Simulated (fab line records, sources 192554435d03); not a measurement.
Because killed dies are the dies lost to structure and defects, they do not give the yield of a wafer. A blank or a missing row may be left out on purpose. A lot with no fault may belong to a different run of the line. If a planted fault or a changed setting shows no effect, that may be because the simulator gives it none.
fab line records	flow n5_finfet
record lots=10	wafers=30	last_day=17
route steps=1938 shown FIN_SAQP@132 FIN_CUT@155 BEOL_M4@1111
lots with no fault: from the same line, run without faults
start_h: hours from the record's opening day to when the first of the lot's shown wafers began	wait_h: time in hours since the lot's previous step	" same as the row above	L1.1+2: one row covering several wafers at once	- no value, or no start given	* or withheld: withheld	< > ~ a bound
route shown NAME@n: a module of which the file shows steps, and the number in the route of the first	usual: the fault-free wafers' mean and standard deviation	same: alike in all rows	chamber/n: place in a boat	sites: readings site by site	_std_site: their standard deviation	_edge_site: outer sites' mean less inner sites'	radius_mm: for every site, how far away it sits from the centre of the wafer	mask NAME#n: copy n	behind: tool/chamber where the wafer was last shaped	hold: what put the lot on hold/how long, in hours/how the hold closed	device: transistor that didn't switch, given as n, p or np	end of line: tests of these same wafers at the route's end	a step given without rows: its recipe and nothing more	killed: the dies lost at the first sort to structure and to defects; this is not the yield of the wafer	map: a wafer's dies, marking killed ones x, the rest . and places with no die _
set.NAME: the setting that was run; set.NAME@STEP: the one run at that earlier step	model.NAME: the simulator's own value behind a step, which no gauge read
the route's steps for a sample of lots (tables are steps, rows are wafers)
services: from which hour (start_h, from the record's first day; less than 0 if before it) a tool's chamber was out of use, for how many hours, and why
## steps
# step N5_FIN_SAQP_RECESS_63
# recipe chemistry=HF/NH3	target=SiO2	target_depth_a=180	afs_cycles=3	temp_c=30	sublimation_temp_c=180	sublimation_time_s=60
# usual drypump_motor_current_A=5.81/0.22
lot.wafer	tool	chamber	start_h	wait_h	drypump_motor_current_A
L160.2	vapor_etch-01	0	31.03	0.1	5.69
L160.5	"	0	"	"	5.67
L160.6	"	1	"	"	5.84
L162.3	vapor_etch-01	0	41.98	0.2	5.70
L162.5	"	1	"	"	5.87
L162.6	"	0	"	"	5.67
L164.1	vapor_etch-01	1	55.47	0.1	5.86
L164.3	"	0	"	"	5.67
L164.4	"	1	"	"	5.85
L167.1	vapor_etch-01	0	73.66	0.4	5.64
L167.4	"	0	"	"	5.65
L167.5	"	0	"	"	5.69
L169.1	vapor_etch-01	1	84.36	0.1	5.86
L169.3	"	0	"	"	5.68
L169.4	"	1	"	"	5.83
L170.3	vapor_etch-01	1	91.41	0.2	5.82
L170.5	"	1	"	"	5.85
L170.6	"	0	"	"	5.69
L175.3	vapor_etch-01	0	122.05	0.2	5.68
L175.4	"	1	"	"	5.85
L175.6	"	0	"	"	5.66
L179.1	vapor_etch-01	0	144.59	0.1	5.66
L179.3	"	1	"	"	5.84
L179.5	"	1	"	"	5.84
L180.3	vapor_etch-02	0	151.41	0.2	5.59
L180.4	"	1	"	"	6.29
L180.5	"	1	"	"	6.26
L181.3	vapor_etch-02	0	156.94	0.2	5.59
L181.5	"	1	"	"	6.24
L181.6	"	0	"	"	5.59
# step N5_FIN_SAQP_SPACER2_ALD_28
# recipe material=SiO2	target_thk_a=81	temp_c=300	ald_precursor_family=BDEAS	ald_co_reactant=O2-plasma	pulse_time_s=1	purge_time_s=2	co_reactant_purge_time_s=2	pressure_torr=2
# usual heater_power_w=474/39	precursor_pulse_height_rel=1.001/0.019
# same co_reactant_purge_time_s=2	pulse_time_s=1	purge_time_s=2
lot.wafer	tool	chamber	start_h	wait_h	heater_power_w	precursor_pulse_height_rel
L160.2	ald_sin-01	2	31.78	0.1	452	0.999
L160.5	"	3	"	"	523	1.034
L160.6	"	0	"	"	448	0.980
L162.3	ald_sin-01	3	42.61	0.1	527	0.983
L162.5	"	2	"	"	467	1.006
L162.6	"	3	"	"	521	1.015
L164.1	ald_sin-01	3	56.45	0.2	516	0.986
L164.3	"	1	"	"	411	1.021
L164.4	"	2	"	"	462	0.988
L167.1	ald_sin-02	3	74.79	0.5	463	0.984
L167.4	"	1	"	"	477	1.005
L167.5	"	1	"	"	486	1.015
L169.1	ald_sin-01	1	86.25	1.2	413	0.988
L169.3	"	0	"	"	445	0.991
L169.4	"	1	"	"	409	1.012
L170.3	ald_sin-01	0	92.05	0.1	455	0.990
L170.5	"	2	"	"	457	0.976
L170.6	"	1	"	"	415	0.993
L175.3	ald_sin-04	2	123.01	0.1	552	0.993
L175.4	"	1	"	"	466	1.006
L175.6	"	2	"	"	560	1.010
L179.1	ald_sin-04	2	145.34	0.1	559	0.997
L179.3	"	1	"	"	472	0.990
L179.5	"	1	"	"	478	1.009
L180.3	ald_sin-04	2	152.04	0.1	558	1.018
L180.4	"	3	"	"	464	0.977
L180.5	"	1	"	"	458	1.004
L181.3	ald_sin-04	3	157.80	0.1	467	0.982
L181.5	"	0	"	"	476	0.956
L181.6	"	3	"	"	462	0.995
# step N5_FIN_SAQP_SPACER2_ETCHBACK_29
# recipe chemistry=CHF3/O2	mode=anisotropic_etchback	target=SiO2	target_depth_a=122	time_s=6.1	pressure_mtorr=30	source_w=650	bias_w=170	Ar_flow_sccm=200	CHF3_flow_sccm=50	O2_flow_sccm=5	ion_energy_ev=200
# usual drypump_motor_current_A=5.8/0.44	oes_product_au=0.78/0.099	rf_vpp_V=526/13	showerhead_plenum_p_Torr=2.41/0.077	throttle_valve_pct=18.91/0.2
lot.wafer	tool	chamber	start_h	wait_h	drypump_motor_current_A	oes_product_au	rf_hours_counter_h	rf_vpp_V	showerhead_plenum_p_Torr	throttle_valve_pct
L160.2	rie_diel-03	3	32.32	0.4	6.1	0.99	1	544	2.46	18.73
L160.5	"	2	"	"	4.8	0.73	-	529	2.39	19.12
L160.6	"	1	"	"	6.2	0.70	-	520	2.50	19.18
L162.3	rie_diel-04	1	42.94	0.2	5.7	0.78	131	529	2.53	18.77
L162.5	"	1	"	"	5.7	0.78	-	530	2.53	18.76
L162.6	"	0	"	"	5.5	0.70	-	527	2.30	18.94
L164.1	rie_diel-04	2	56.78	0.2	6.3	0.73	205	523	2.41	19.09
L164.3	"	3	"	"	5.6	0.90	20	501	2.36	18.62
L164.4	"	0	"	"	5.5	0.69	242	526	2.30	18.94
L167.1	rie_diel-03	3	75.16	0.2	6.1	0.94	15	541	2.45	18.75
L167.4	"	0	"	"	5.7	0.68	236	534	2.39	19.10
L167.5	"	0	"	"	5.8	0.68	-	533	2.39	19.12
L169.1	rie_diel-04	2	86.58	0.2	6.3	0.72	211	523	2.40	19.10
L169.3	"	1	"	"	5.7	0.77	148	528	2.52	18.78
L169.4	"	1	"	"	5.7	0.77	-	529	2.52	18.80
L170.3	rie_diel-03	3	92.51	0.3	6.1	0.92	21	542	2.45	18.75
L170.5	"	2	"	"	4.8	0.71	-	529	2.39	19.17
L170.6	"	3	"	"	6.1	0.93	-	542	2.45	18.74
L175.3	rie_diel-02	2	123.54	0.4	5.9	0.76	149	505	2.32	18.95
L175.4	"	0	"	"	5.9	0.93	-	540	2.45	18.70
L175.6	"	2	"	"	5.9	0.76	-	505	2.32	18.93
L179.1	rie_diel-02	2	146.09	0.6	5.9	0.75	159	504	2.32	18.95
L179.3	"	1	"	"	5.6	0.69	226	513	2.28	18.95
L179.5	"	2	"	"	5.9	0.75	-	505	2.32	18.95
L180.3	rie_diel-03	2	152.51	0.3	4.8	0.69	266	530	2.37	19.20
L180.4	"	3	"	"	6.1	0.87	-	541	2.44	18.80
L180.5	"	2	"	"	4.8	0.69	-	529	2.37	19.20
L181.3	rie_diel-02	2	158.13	0.2	5.9	0.74	162	504	2.32	18.95
L181.5	"	1	"	"	5.6	0.68	-	513	2.28	18.94
L181.6	"	0	"	"	5.9	0.90	-	539	2.45	18.72
# step N5_FIN_CUT_COAT_19
# recipe resist=SiARC	temp_c=220	time_s=60	spin_rpm=1500	resist_thk_nm=20
# usual exhaust_pa=45.0/0.88	spin_speed_rpm=1500.2/0.78
lot.wafer	tool	chamber	start_h	wait_h	exhaust_pa	spin_speed_rpm
L160.2	litho_track-03	0	33.15	-	45.6	1499.0
L160.5	"	0	"	"	45.1	1501.0
L160.6	"	0	"	"	45.1	1501.7
L162.3	litho_track-05	0	43.76	-	45.7	1500.5
L162.5	"	0	"	"	47.5	1498.9
L162.6	"	0	"	"	47.2	1499.6
L164.1	litho_track-05	0	57.60	-	44.1	1500.3
L164.3	"	0	"	"	44.5	1500.3
L164.4	"	0	"	"	44.6	1500.5
L167.1	litho_track-05	0	76.14	-	44.5	1616.3
L167.4	"	0	"	"	44.1	1617.1
L167.5	"	0	"	"	44.1	1616.4
L169.1	litho_track-05	0	87.40	-	45.9	1617.5
L169.3	"	0	"	"	44.7	1618.6
L169.4	"	0	"	"	45.0	1617.7
L170.3	litho_track-05	0	93.45	-	45.2	1617.9
L170.5	"	0	"	"	45.4	1617.4
L170.6	"	0	"	"	45.5	1617.4
L175.3	litho_track-04	0	124.39	-	43.8	1500.2
L175.4	"	0	"	"	44.6	1500.9
L175.6	"	0	"	"	45.2	1500.5
L179.1	litho_track-05	0	147.11	-	44.2	1499.0
L179.3	"	0	"	"	44.1	1499.3
L179.5	"	0	"	"	44.0	1500.3
L180.3	litho_track-05	0	153.32	-	45.7	1501.0
L180.4	"	0	"	"	45.1	1501.2
L180.5	"	0	"	"	45.9	1500.7
L181.3	litho_track-04	0	158.96	-	45.9	1501.0
L181.5	"	0	"	"	45.6	1500.5
L181.6	"	0	"	"	46.2	1499.3
# step N5_BEOL_M4_RC_MEAS_101
# usual DIBL_N=36.0/1.7	DIBL_P=35.8/2	IOFF_N=0.15/0.03	IOFF_P=0.20/0.037	ION_N=670/12	ION_P=460/7.2	SS_N=71.5/0.68	SS_P=73.2/0.65	VT_N=250/3.1	VT_P=-251/3.4
lot.wafer	tool	chamber	start_h	wait_h	DIBL_N[mV/V]	DIBL_P[mV/V]	IOFF_N[nA/um]	IOFF_P[nA/um]	ION_N[uA/um]	ION_P[uA/um]	SS_N[mV/dec]	SS_P[mV/dec]	VT_N[mV]	VT_P[mV]
L160.2	prober-01	0	175.62	0.2	36.4	35.4	0.16	0.20	664	456	71.6	73.0	250	-251
L160.5	"	0	"	"	34.2	31.6	0.11	0.16	655	455	70.5	72.0	256	-256
L160.6	"	0	"	"	34.7	32.5	0.13	0.16	662	454	71.2	72.5	253	-257
L162.3	prober-02	0	177.73	0.3	38.8	39.1	0.20	0.28	671	463	72.0	74.1	246	-244
L162.5	"	0	"	"	37.2	37.0	0.16	0.22	664	459	71.6	72.7	249	-247
L162.6	"	0	"	"	36.9	35.8	0.14	0.21	667	460	72.1	73.2	250	-250
L164.1	prober-02	0	200.82	0.0	33.1	33.7	0.12	0.15	662	454	71.1	73.2	252	-255
L164.3	"	0	"	"	35.5	36.5	0.16	0.18	666	449	71.8	73.2	248	-254
L164.4	"	0	"	"	34.2	35.5	0.14	0.18	682	469	71.3	72.5	251	-255
L167.1	prober-01	0	219.75	0.0	37.8	37.9	0.17	0.24	666	464	72.3	73.3	249	-248
L167.4	"	0	"	"	40.1	41.5	0.24	0.30	692	474	72.6	74.2	244	-246
L167.5	"	0	"	"	37.4	36.9	0.17	0.21	683	464	72.0	73.6	252	-249
L169.1	prober-01	0	237.50	0.0	37.7	38.1	0.19	0.27	687	477	71.5	73.5	248	-244
L169.3	"	0	"	"	36.0	35.1	0.15	0.21	656	455	71.8	72.4	249	-249
L169.4	"	0	"	"	34.8	33.7	0.13	0.18	678	462	71.3	73.1	251	-249
L170.3	prober-01	0	243.92	0.3	36.8	34.2	0.14	0.19	658	453	71.7	73.1	256	-252
L170.5	"	0	"	"	37.1	35.8	0.15	0.21	674	468	72.0	72.4	251	-251
L170.6	"	0	"	"	38.4	37.2	0.17	0.24	674	468	71.9	74.4	250	-248
L175.3	prober-01	0	266.22	0.3	36.8	35.9	0.17	0.19	682	462	71.5	73.5	247	-251
L175.4	"	0	"	"	33.2	33.4	0.12	0.16	677	466	70.2	72.4	252	-254
L175.6	"	0	"	"	35.1	33.8	0.14	0.16	665	451	71.2	73.3	254	-257
L180.3	prober-01	0	298.28	0.3	37.4	37.8	0.17	0.21	682	463	72.0	74.5	251	-251
L180.4	"	0	"	"	35.4	36.2	0.14	0.18	659	457	71.1	73.8	254	-253
L180.5	"	0	"	"	34.9	35.6	0.13	0.17	657	461	71.0	73.4	253	-256
L179.1	prober-02	0	299.09	0.0	34.7	33.9	0.13	0.18	664	454	70.7	73.4	252	-249
L179.3	"	0	"	"	37.6	37.7	0.17	0.24	684	467	71.3	73.3	249	-249
L179.5	"	0	"	"	34.3	33.2	0.12	0.17	653	452	70.4	72.3	250	-254
L181.3	prober-02	0	305.41	0.3	34.7	33.1	0.14	0.17	671	462	71.1	72.5	248	-253
L181.5	"	0	"	"	35.7	35.3	0.15	0.20	684	465	70.8	73.3	247	-252
L181.6	"	0	"	"	37.3	35.7	0.17	0.21	665	457	71.3	72.6	248	-250
## services
tool	chamber	start_h	hours	kind
ald_sin-01	0	7.82	-	clean
ald_sin-01	1	7.82	-	clean
ald_sin-01	2	7.82	-	clean
ald_sin-01	3	7.82	-	clean
ald_sin-01	-	8.29	2.8	pm
rie_diel-03	3	15.72	-	clean
rie_diel-03	3	15.72	-	consumable_replace:focus_ring
rie_diel-03	3	15.72	13.9	scheduled_down
rie_diel-02	-	34.89	0.7	repair
ald_sin-04	3	39.80	5.3	repair
vapor_etch-02	-	51.94	28.1	pm
ald_sin-04	2	55.56	4.5	repair
rie_diel-02	1	56.93	4.6	repair
rie_diel-03	0	57.56	11.0	repair
rie_diel-04	2	58.03	14.0	repair
ald_sin-01	-	67.47	2.4	repair
ald_sin-04	-	76.34	1.2	repair
ald_sin-01	3	76.89	15.8	repair
ald_sin-02	0	83.17	1.5	repair
rie_diel-02	0	91.45	11.1	repair
rie_diel-02	3	99.64	9.0	repair
rie_diel-02	3	117.67	8.6	repair
rie_diel-04	-	122.84	15.6	pm
ald_sin-02	2	123.87	4.4	repair
## key
first_sign step=N5_FIN_CUT_COAT_19	reading=spin_speed_rpm	direction=up	sigmas=99+	usual=*	struck=*
effect none on later readings
met_at N5_FIN_CUT_COAT_19
struck_lots L167,L169,L170
not_acting_at N5_FIN_SAQP_RECESS_63,N5_FIN_SAQP_SPACER2_ALD_28,N5_FIN_SAQP_SPACER2_ETCHBACK_29
onset_between 57.60 76.14
fault kind=process_parameter_drift	tool=litho_track-05	chamber=-	onset_h=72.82	steps=N5_FIN_CUT_COAT_19	channel=spin_rpm	offset=*	shape=step	end_h=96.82	acts_in=*	stated=*
